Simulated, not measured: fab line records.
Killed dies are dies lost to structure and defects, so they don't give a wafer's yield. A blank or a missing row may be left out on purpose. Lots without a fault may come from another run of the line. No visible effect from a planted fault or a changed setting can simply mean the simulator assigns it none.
Struck lot and sound lot, side by side | flow n5_finfet | 27 out of 1938 route steps
Sound: these wafers, L658.3, L658.5, L658.6. Struck: wafers L649.2, L649.4, L649.6. At the end, the cause is stated.
Per side, at each step with rows, come the tool, then ch with its chambers, and then its first start. Under that, the readings that differ: sound wafers | struck wafers | difference of the means | sigmas: that difference in standard deviations of wafers without a fault.
alike: same words and numbers on both sides, and readings whose means sit less than 2 such deviations apart. not compared: any withheld reading, any reading some wafer has no value for, any bound like >300 that may hide the same value, and any number with overlapping values for which the record gives no deviation.
A row with sigmas, a row that says differs or no value, or rows on one side alone: a step with any of these is where the two part. When numbers do not overlap yet have no deviation, they are printed without sigmas and do not part them. A reading missing from all wafers of one side parts the sides only when that side holds two or more wafers.

first, 7 steps without rows for these wafers: N5_BEOL_M0_SAQP_COAT_82 (time 60 s, resist thk 30 nm); N5_BEOL_M0_SAQP_COAT_08 (resist thk 90 nm); N5_BEOL_M0_SAQP_EBR_10; N5_BEOL_M0_SAQP_SOFTBAKE_09 (time 60 s); N5_BEOL_M0_SAQP_EXPOSE_11 (exposes mask M0 CORE, target cd 42 nm); N5_BEOL_M0_SAQP_PEB_12 (peb time 60 s); N5_BEOL_M0_SAQP_DEVELOP_13 (develop time 30 s).
N5_BEOL_M0_SAQP_CD_MEAS_14 targets a cd of 42.5 nm.
  sound on cd_sem-01 ch 0, day 9 01:07; struck on cd_sem-01 ch 0, day 6 17:49
  alike: cd_nm
N5_BEOL_M0_SAQP_OVL_MEAS_15:
  sound on overlay-01 ch 0, day 9 01:08; struck on overlay-01 ch 0, day 6 17:50
  alike: M0_CORE_OVL
N5_BEOL_M0_SAQP_INSPECT_16: inspects for defects (brightfield).
  sound: defect_inspect-01 at day 9 01:10; struck: defect_inspect-02 at day 6 17:52
  alike: raw_defect_count
N5_BEOL_M0_SAQP_DESCUM_19: chemistry O2, time 7.9 s.
  sound on rie_diel-06 ch 0,1, day 9 01:11; struck on rie_diel-06 ch 1,2,3, day 6 17:58
  alike: drypump_motor_current_A, oes_product_au, rf_vpp_V, showerhead_plenum_p_Torr, throttle_valve_pct
  not compared: rf_hours_counter_h
N5_BEOL_M0_SAQP_ETCH_83: etches SiARC in CF4, target depth 39 nm, time 65 s.
  sound on rie_diel-06 ch 0,1, day 9 01:14; struck on rie_diel-06 ch 1,2,3, day 6 18:00
  alike: bias_w, cf4_flow_sccm, drypump_motor_current_A, etch_rf_on_time_s, oes_product_au, rf_vpp_V, showerhead_plenum_p_Torr, throttle_valve_pct
  not compared: rf_hours_counter_h
N5_BEOL_M0_SAQP_ETCH_84: etches SOC in N2/H2, target depth 100 nm, overetch 20 nm, time 150 s.
  sound on rie_diel-06 ch 0,1, day 9 01:17; struck on rie_diel-06 ch 1,2,3, day 6 18:03
  no value came back on the struck wafers for any of 7 readings (bias_w (W), chamber_pressure_mTorr (mTorr) and others); on the sound wafers bias_w (W) reads 150.0 149.5 150.7
  reading                                           | sound          | struck         | difference | sigmas
  model.CAR-ArF_of_BEOL_M0_SAQP_COAT_08.thk_nm (nm) | 0 0 0          | 55.4 55.4 55.6 | +55.5      |
  model.SiARC_of_BEOL_M0_SAQP_COAT_82.thk_nm (nm)   | 24.4 24.4 24.2 | 30 30.2 30     | +6         |
  not compared: rf_hours_counter_h
then, 1 step without rows for these wafers: N5_BEOL_M0_SAQP_STRIP_80 (strips in N2/H2).
N5_BEOL_M0_SAQP_HM_OPEN_112: chemistry CHF3/O2, target SiO2, stops on a-Si, target depth 12 nm, time 13.5 s.
  sound on rie_diel-06 ch 0,1, day 9 01:23; struck on rie_diel-06 ch 1,2,3, day 6 18:10
  reading                                         | sound          | struck         | difference | sigmas
  oes_product_au (a.u.)                           | 0.61 0.45 0.62 | 0.28 0.27 0.27 | -0.29      | -5
  model.SiARC_of_BEOL_M0_SAQP_COAT_82.thk_nm (nm) | 4.8 5 4.8      | 10.6 10.8 10.6 | +5.8       |
  alike: drypump_motor_current_A, oes_f_703_au, rf_vpp_V, showerhead_plenum_p_Torr, throttle_valve_pct
  not compared: rf_hours_counter_h
then, 1 step without rows for these wafers: N5_BEOL_M0_SAQP_STRIP_113 (strips in CHF3/O2).
N5_BEOL_M0_SAQP_MANDREL_ETCH_20: etches a-Si in HBr/Cl2, stops on SiNx, target depth 60 nm, bt time 10 s, time 30 s.
  sound on rie_si-06 ch 0,2,3, day 9 01:28; struck on rie_si-03 ch 1,3, day 6 18:14
  reading                | sound             | struck            | difference | sigmas
  oes_product_au (a.u.)  | 0.761 0.772 0.757 | 0.333 0.314 0.326 | -0.439     | -26
  throttle_valve_pct (%) | 35.23 34.96 35.83 | 36.30 36.30 36.28 | +0.95      | +4
  alike: HBr_flow_sccm, bias_w, drypump_motor_current_A
  not compared: rf_hours_counter_h
then, 3 steps without rows for these wafers: N5_BEOL_M0_SAQP_STRIP_86 (strips in N2/H2); N5_BEOL_M0_SAQP_STRIP_115 (strips in post etch residue remover, time 60 s); N5_BEOL_M0_SAQP_SRD_93 (time 30 s).
N5_BEOL_M0_SAQP_RECESS_114: chemistry HF/NH3, target SiO2, target depth 14.4 nm, afs cycles 3, sublimation time 60 s.
  sound on vapor_etch-01 ch 0,1, day 9 01:49; struck on vapor_etch-01 ch 0,1, day 6 18:28
  alike: drypump_motor_current_A, foreline_p_Torr, sublimation_temp_c
N5_BEOL_M0_SAQP_SPACER1_ALD_98: deposits SiO2, target thk 12.8 nm, pulse time 1 s, purge time 2 s.
  sound on ald_sin-01 ch 0,1,3, day 9 02:05; struck on ald_sin-04 ch 1,3, day 6 18:52
  alike: heater_power_w, precursor_pulse_height_rel
N5_BEOL_M0_SAQP_SPACER1_ETCHBACK_99: etches SiO2 in CHF3/O2, target depth 15.4 nm, time 7.7 s.
  sound on rie_diel-03 ch 2,3, day 9 02:34; struck on rie_diel-03 ch 1,2,3, day 6 19:20
  reading               | sound          | struck         | difference | sigmas
  oes_product_au (a.u.) | 0.91 0.69 0.92 | 0.37 0.27 0.27 | -0.54      | -6
  alike: drypump_motor_current_A, oes_f_703_au, rf_vpp_V, showerhead_plenum_p_Torr, throttle_valve_pct
  not compared: rf_hours_counter_h
N5_BEOL_M0_SAQP_MANDREL1_REMOVE_100: chemistry HBr/Cl2/O2, target a-Si, stops on SiNx, bt time 10 s.
  sound on rie_si-01 ch 1,2,3, day 9 02:38; struck on rie_si-06 ch 0,1,2, day 6 19:25
  reading               | sound             | struck            | difference | sigmas
  oes_product_au (a.u.) | 1.007 0.976 0.992 | 0.383 0.378 0.373 | -0.614     | -28
  alike: drypump_motor_current_A, throttle_valve_pct
  not compared: rf_hours_counter_h
N5_BEOL_M0_SAQP_CD_MEAS_25 targets a cd of 13.1 nm.
  sound on cd_sem-02 ch 0, day 9 02:46; struck on cd_sem-03 ch 0, day 6 19:32
  reading    | sound             | struck | difference                    | sigmas
  cd_nm (nm) | 12.73 13.03 12.64 | - - -  | no value on the struck wafers |
N5_BEOL_M0_SAQP_ETCH_101: etches SiNx in CH3F/O2, target depth 29.9 nm, time 42.7 s.
  sound on rie_diel-02 ch 0,1, day 9 02:47; struck on rie_diel-06 ch 1,2, day 6 19:34
  alike: CH3F_flow_sccm, O2_flow_sccm, drypump_motor_current_A, oes_f_703_au, oes_product_au, rf_vpp_V, showerhead_plenum_p_Torr, throttle_valve_pct
  not compared: rf_hours_counter_h
N5_BEOL_M4_RC_MEAS_101:
  the record has rows for the sound wafers here (prober-01 ch 0, day 13 20:49) and none for the struck ones

== WHERE THEY PART ==
At N5_BEOL_M0_SAQP_ETCH_84 first; at N5_BEOL_M4_RC_MEAS_101 last (within this record only).

WHY: what the simulator had put in
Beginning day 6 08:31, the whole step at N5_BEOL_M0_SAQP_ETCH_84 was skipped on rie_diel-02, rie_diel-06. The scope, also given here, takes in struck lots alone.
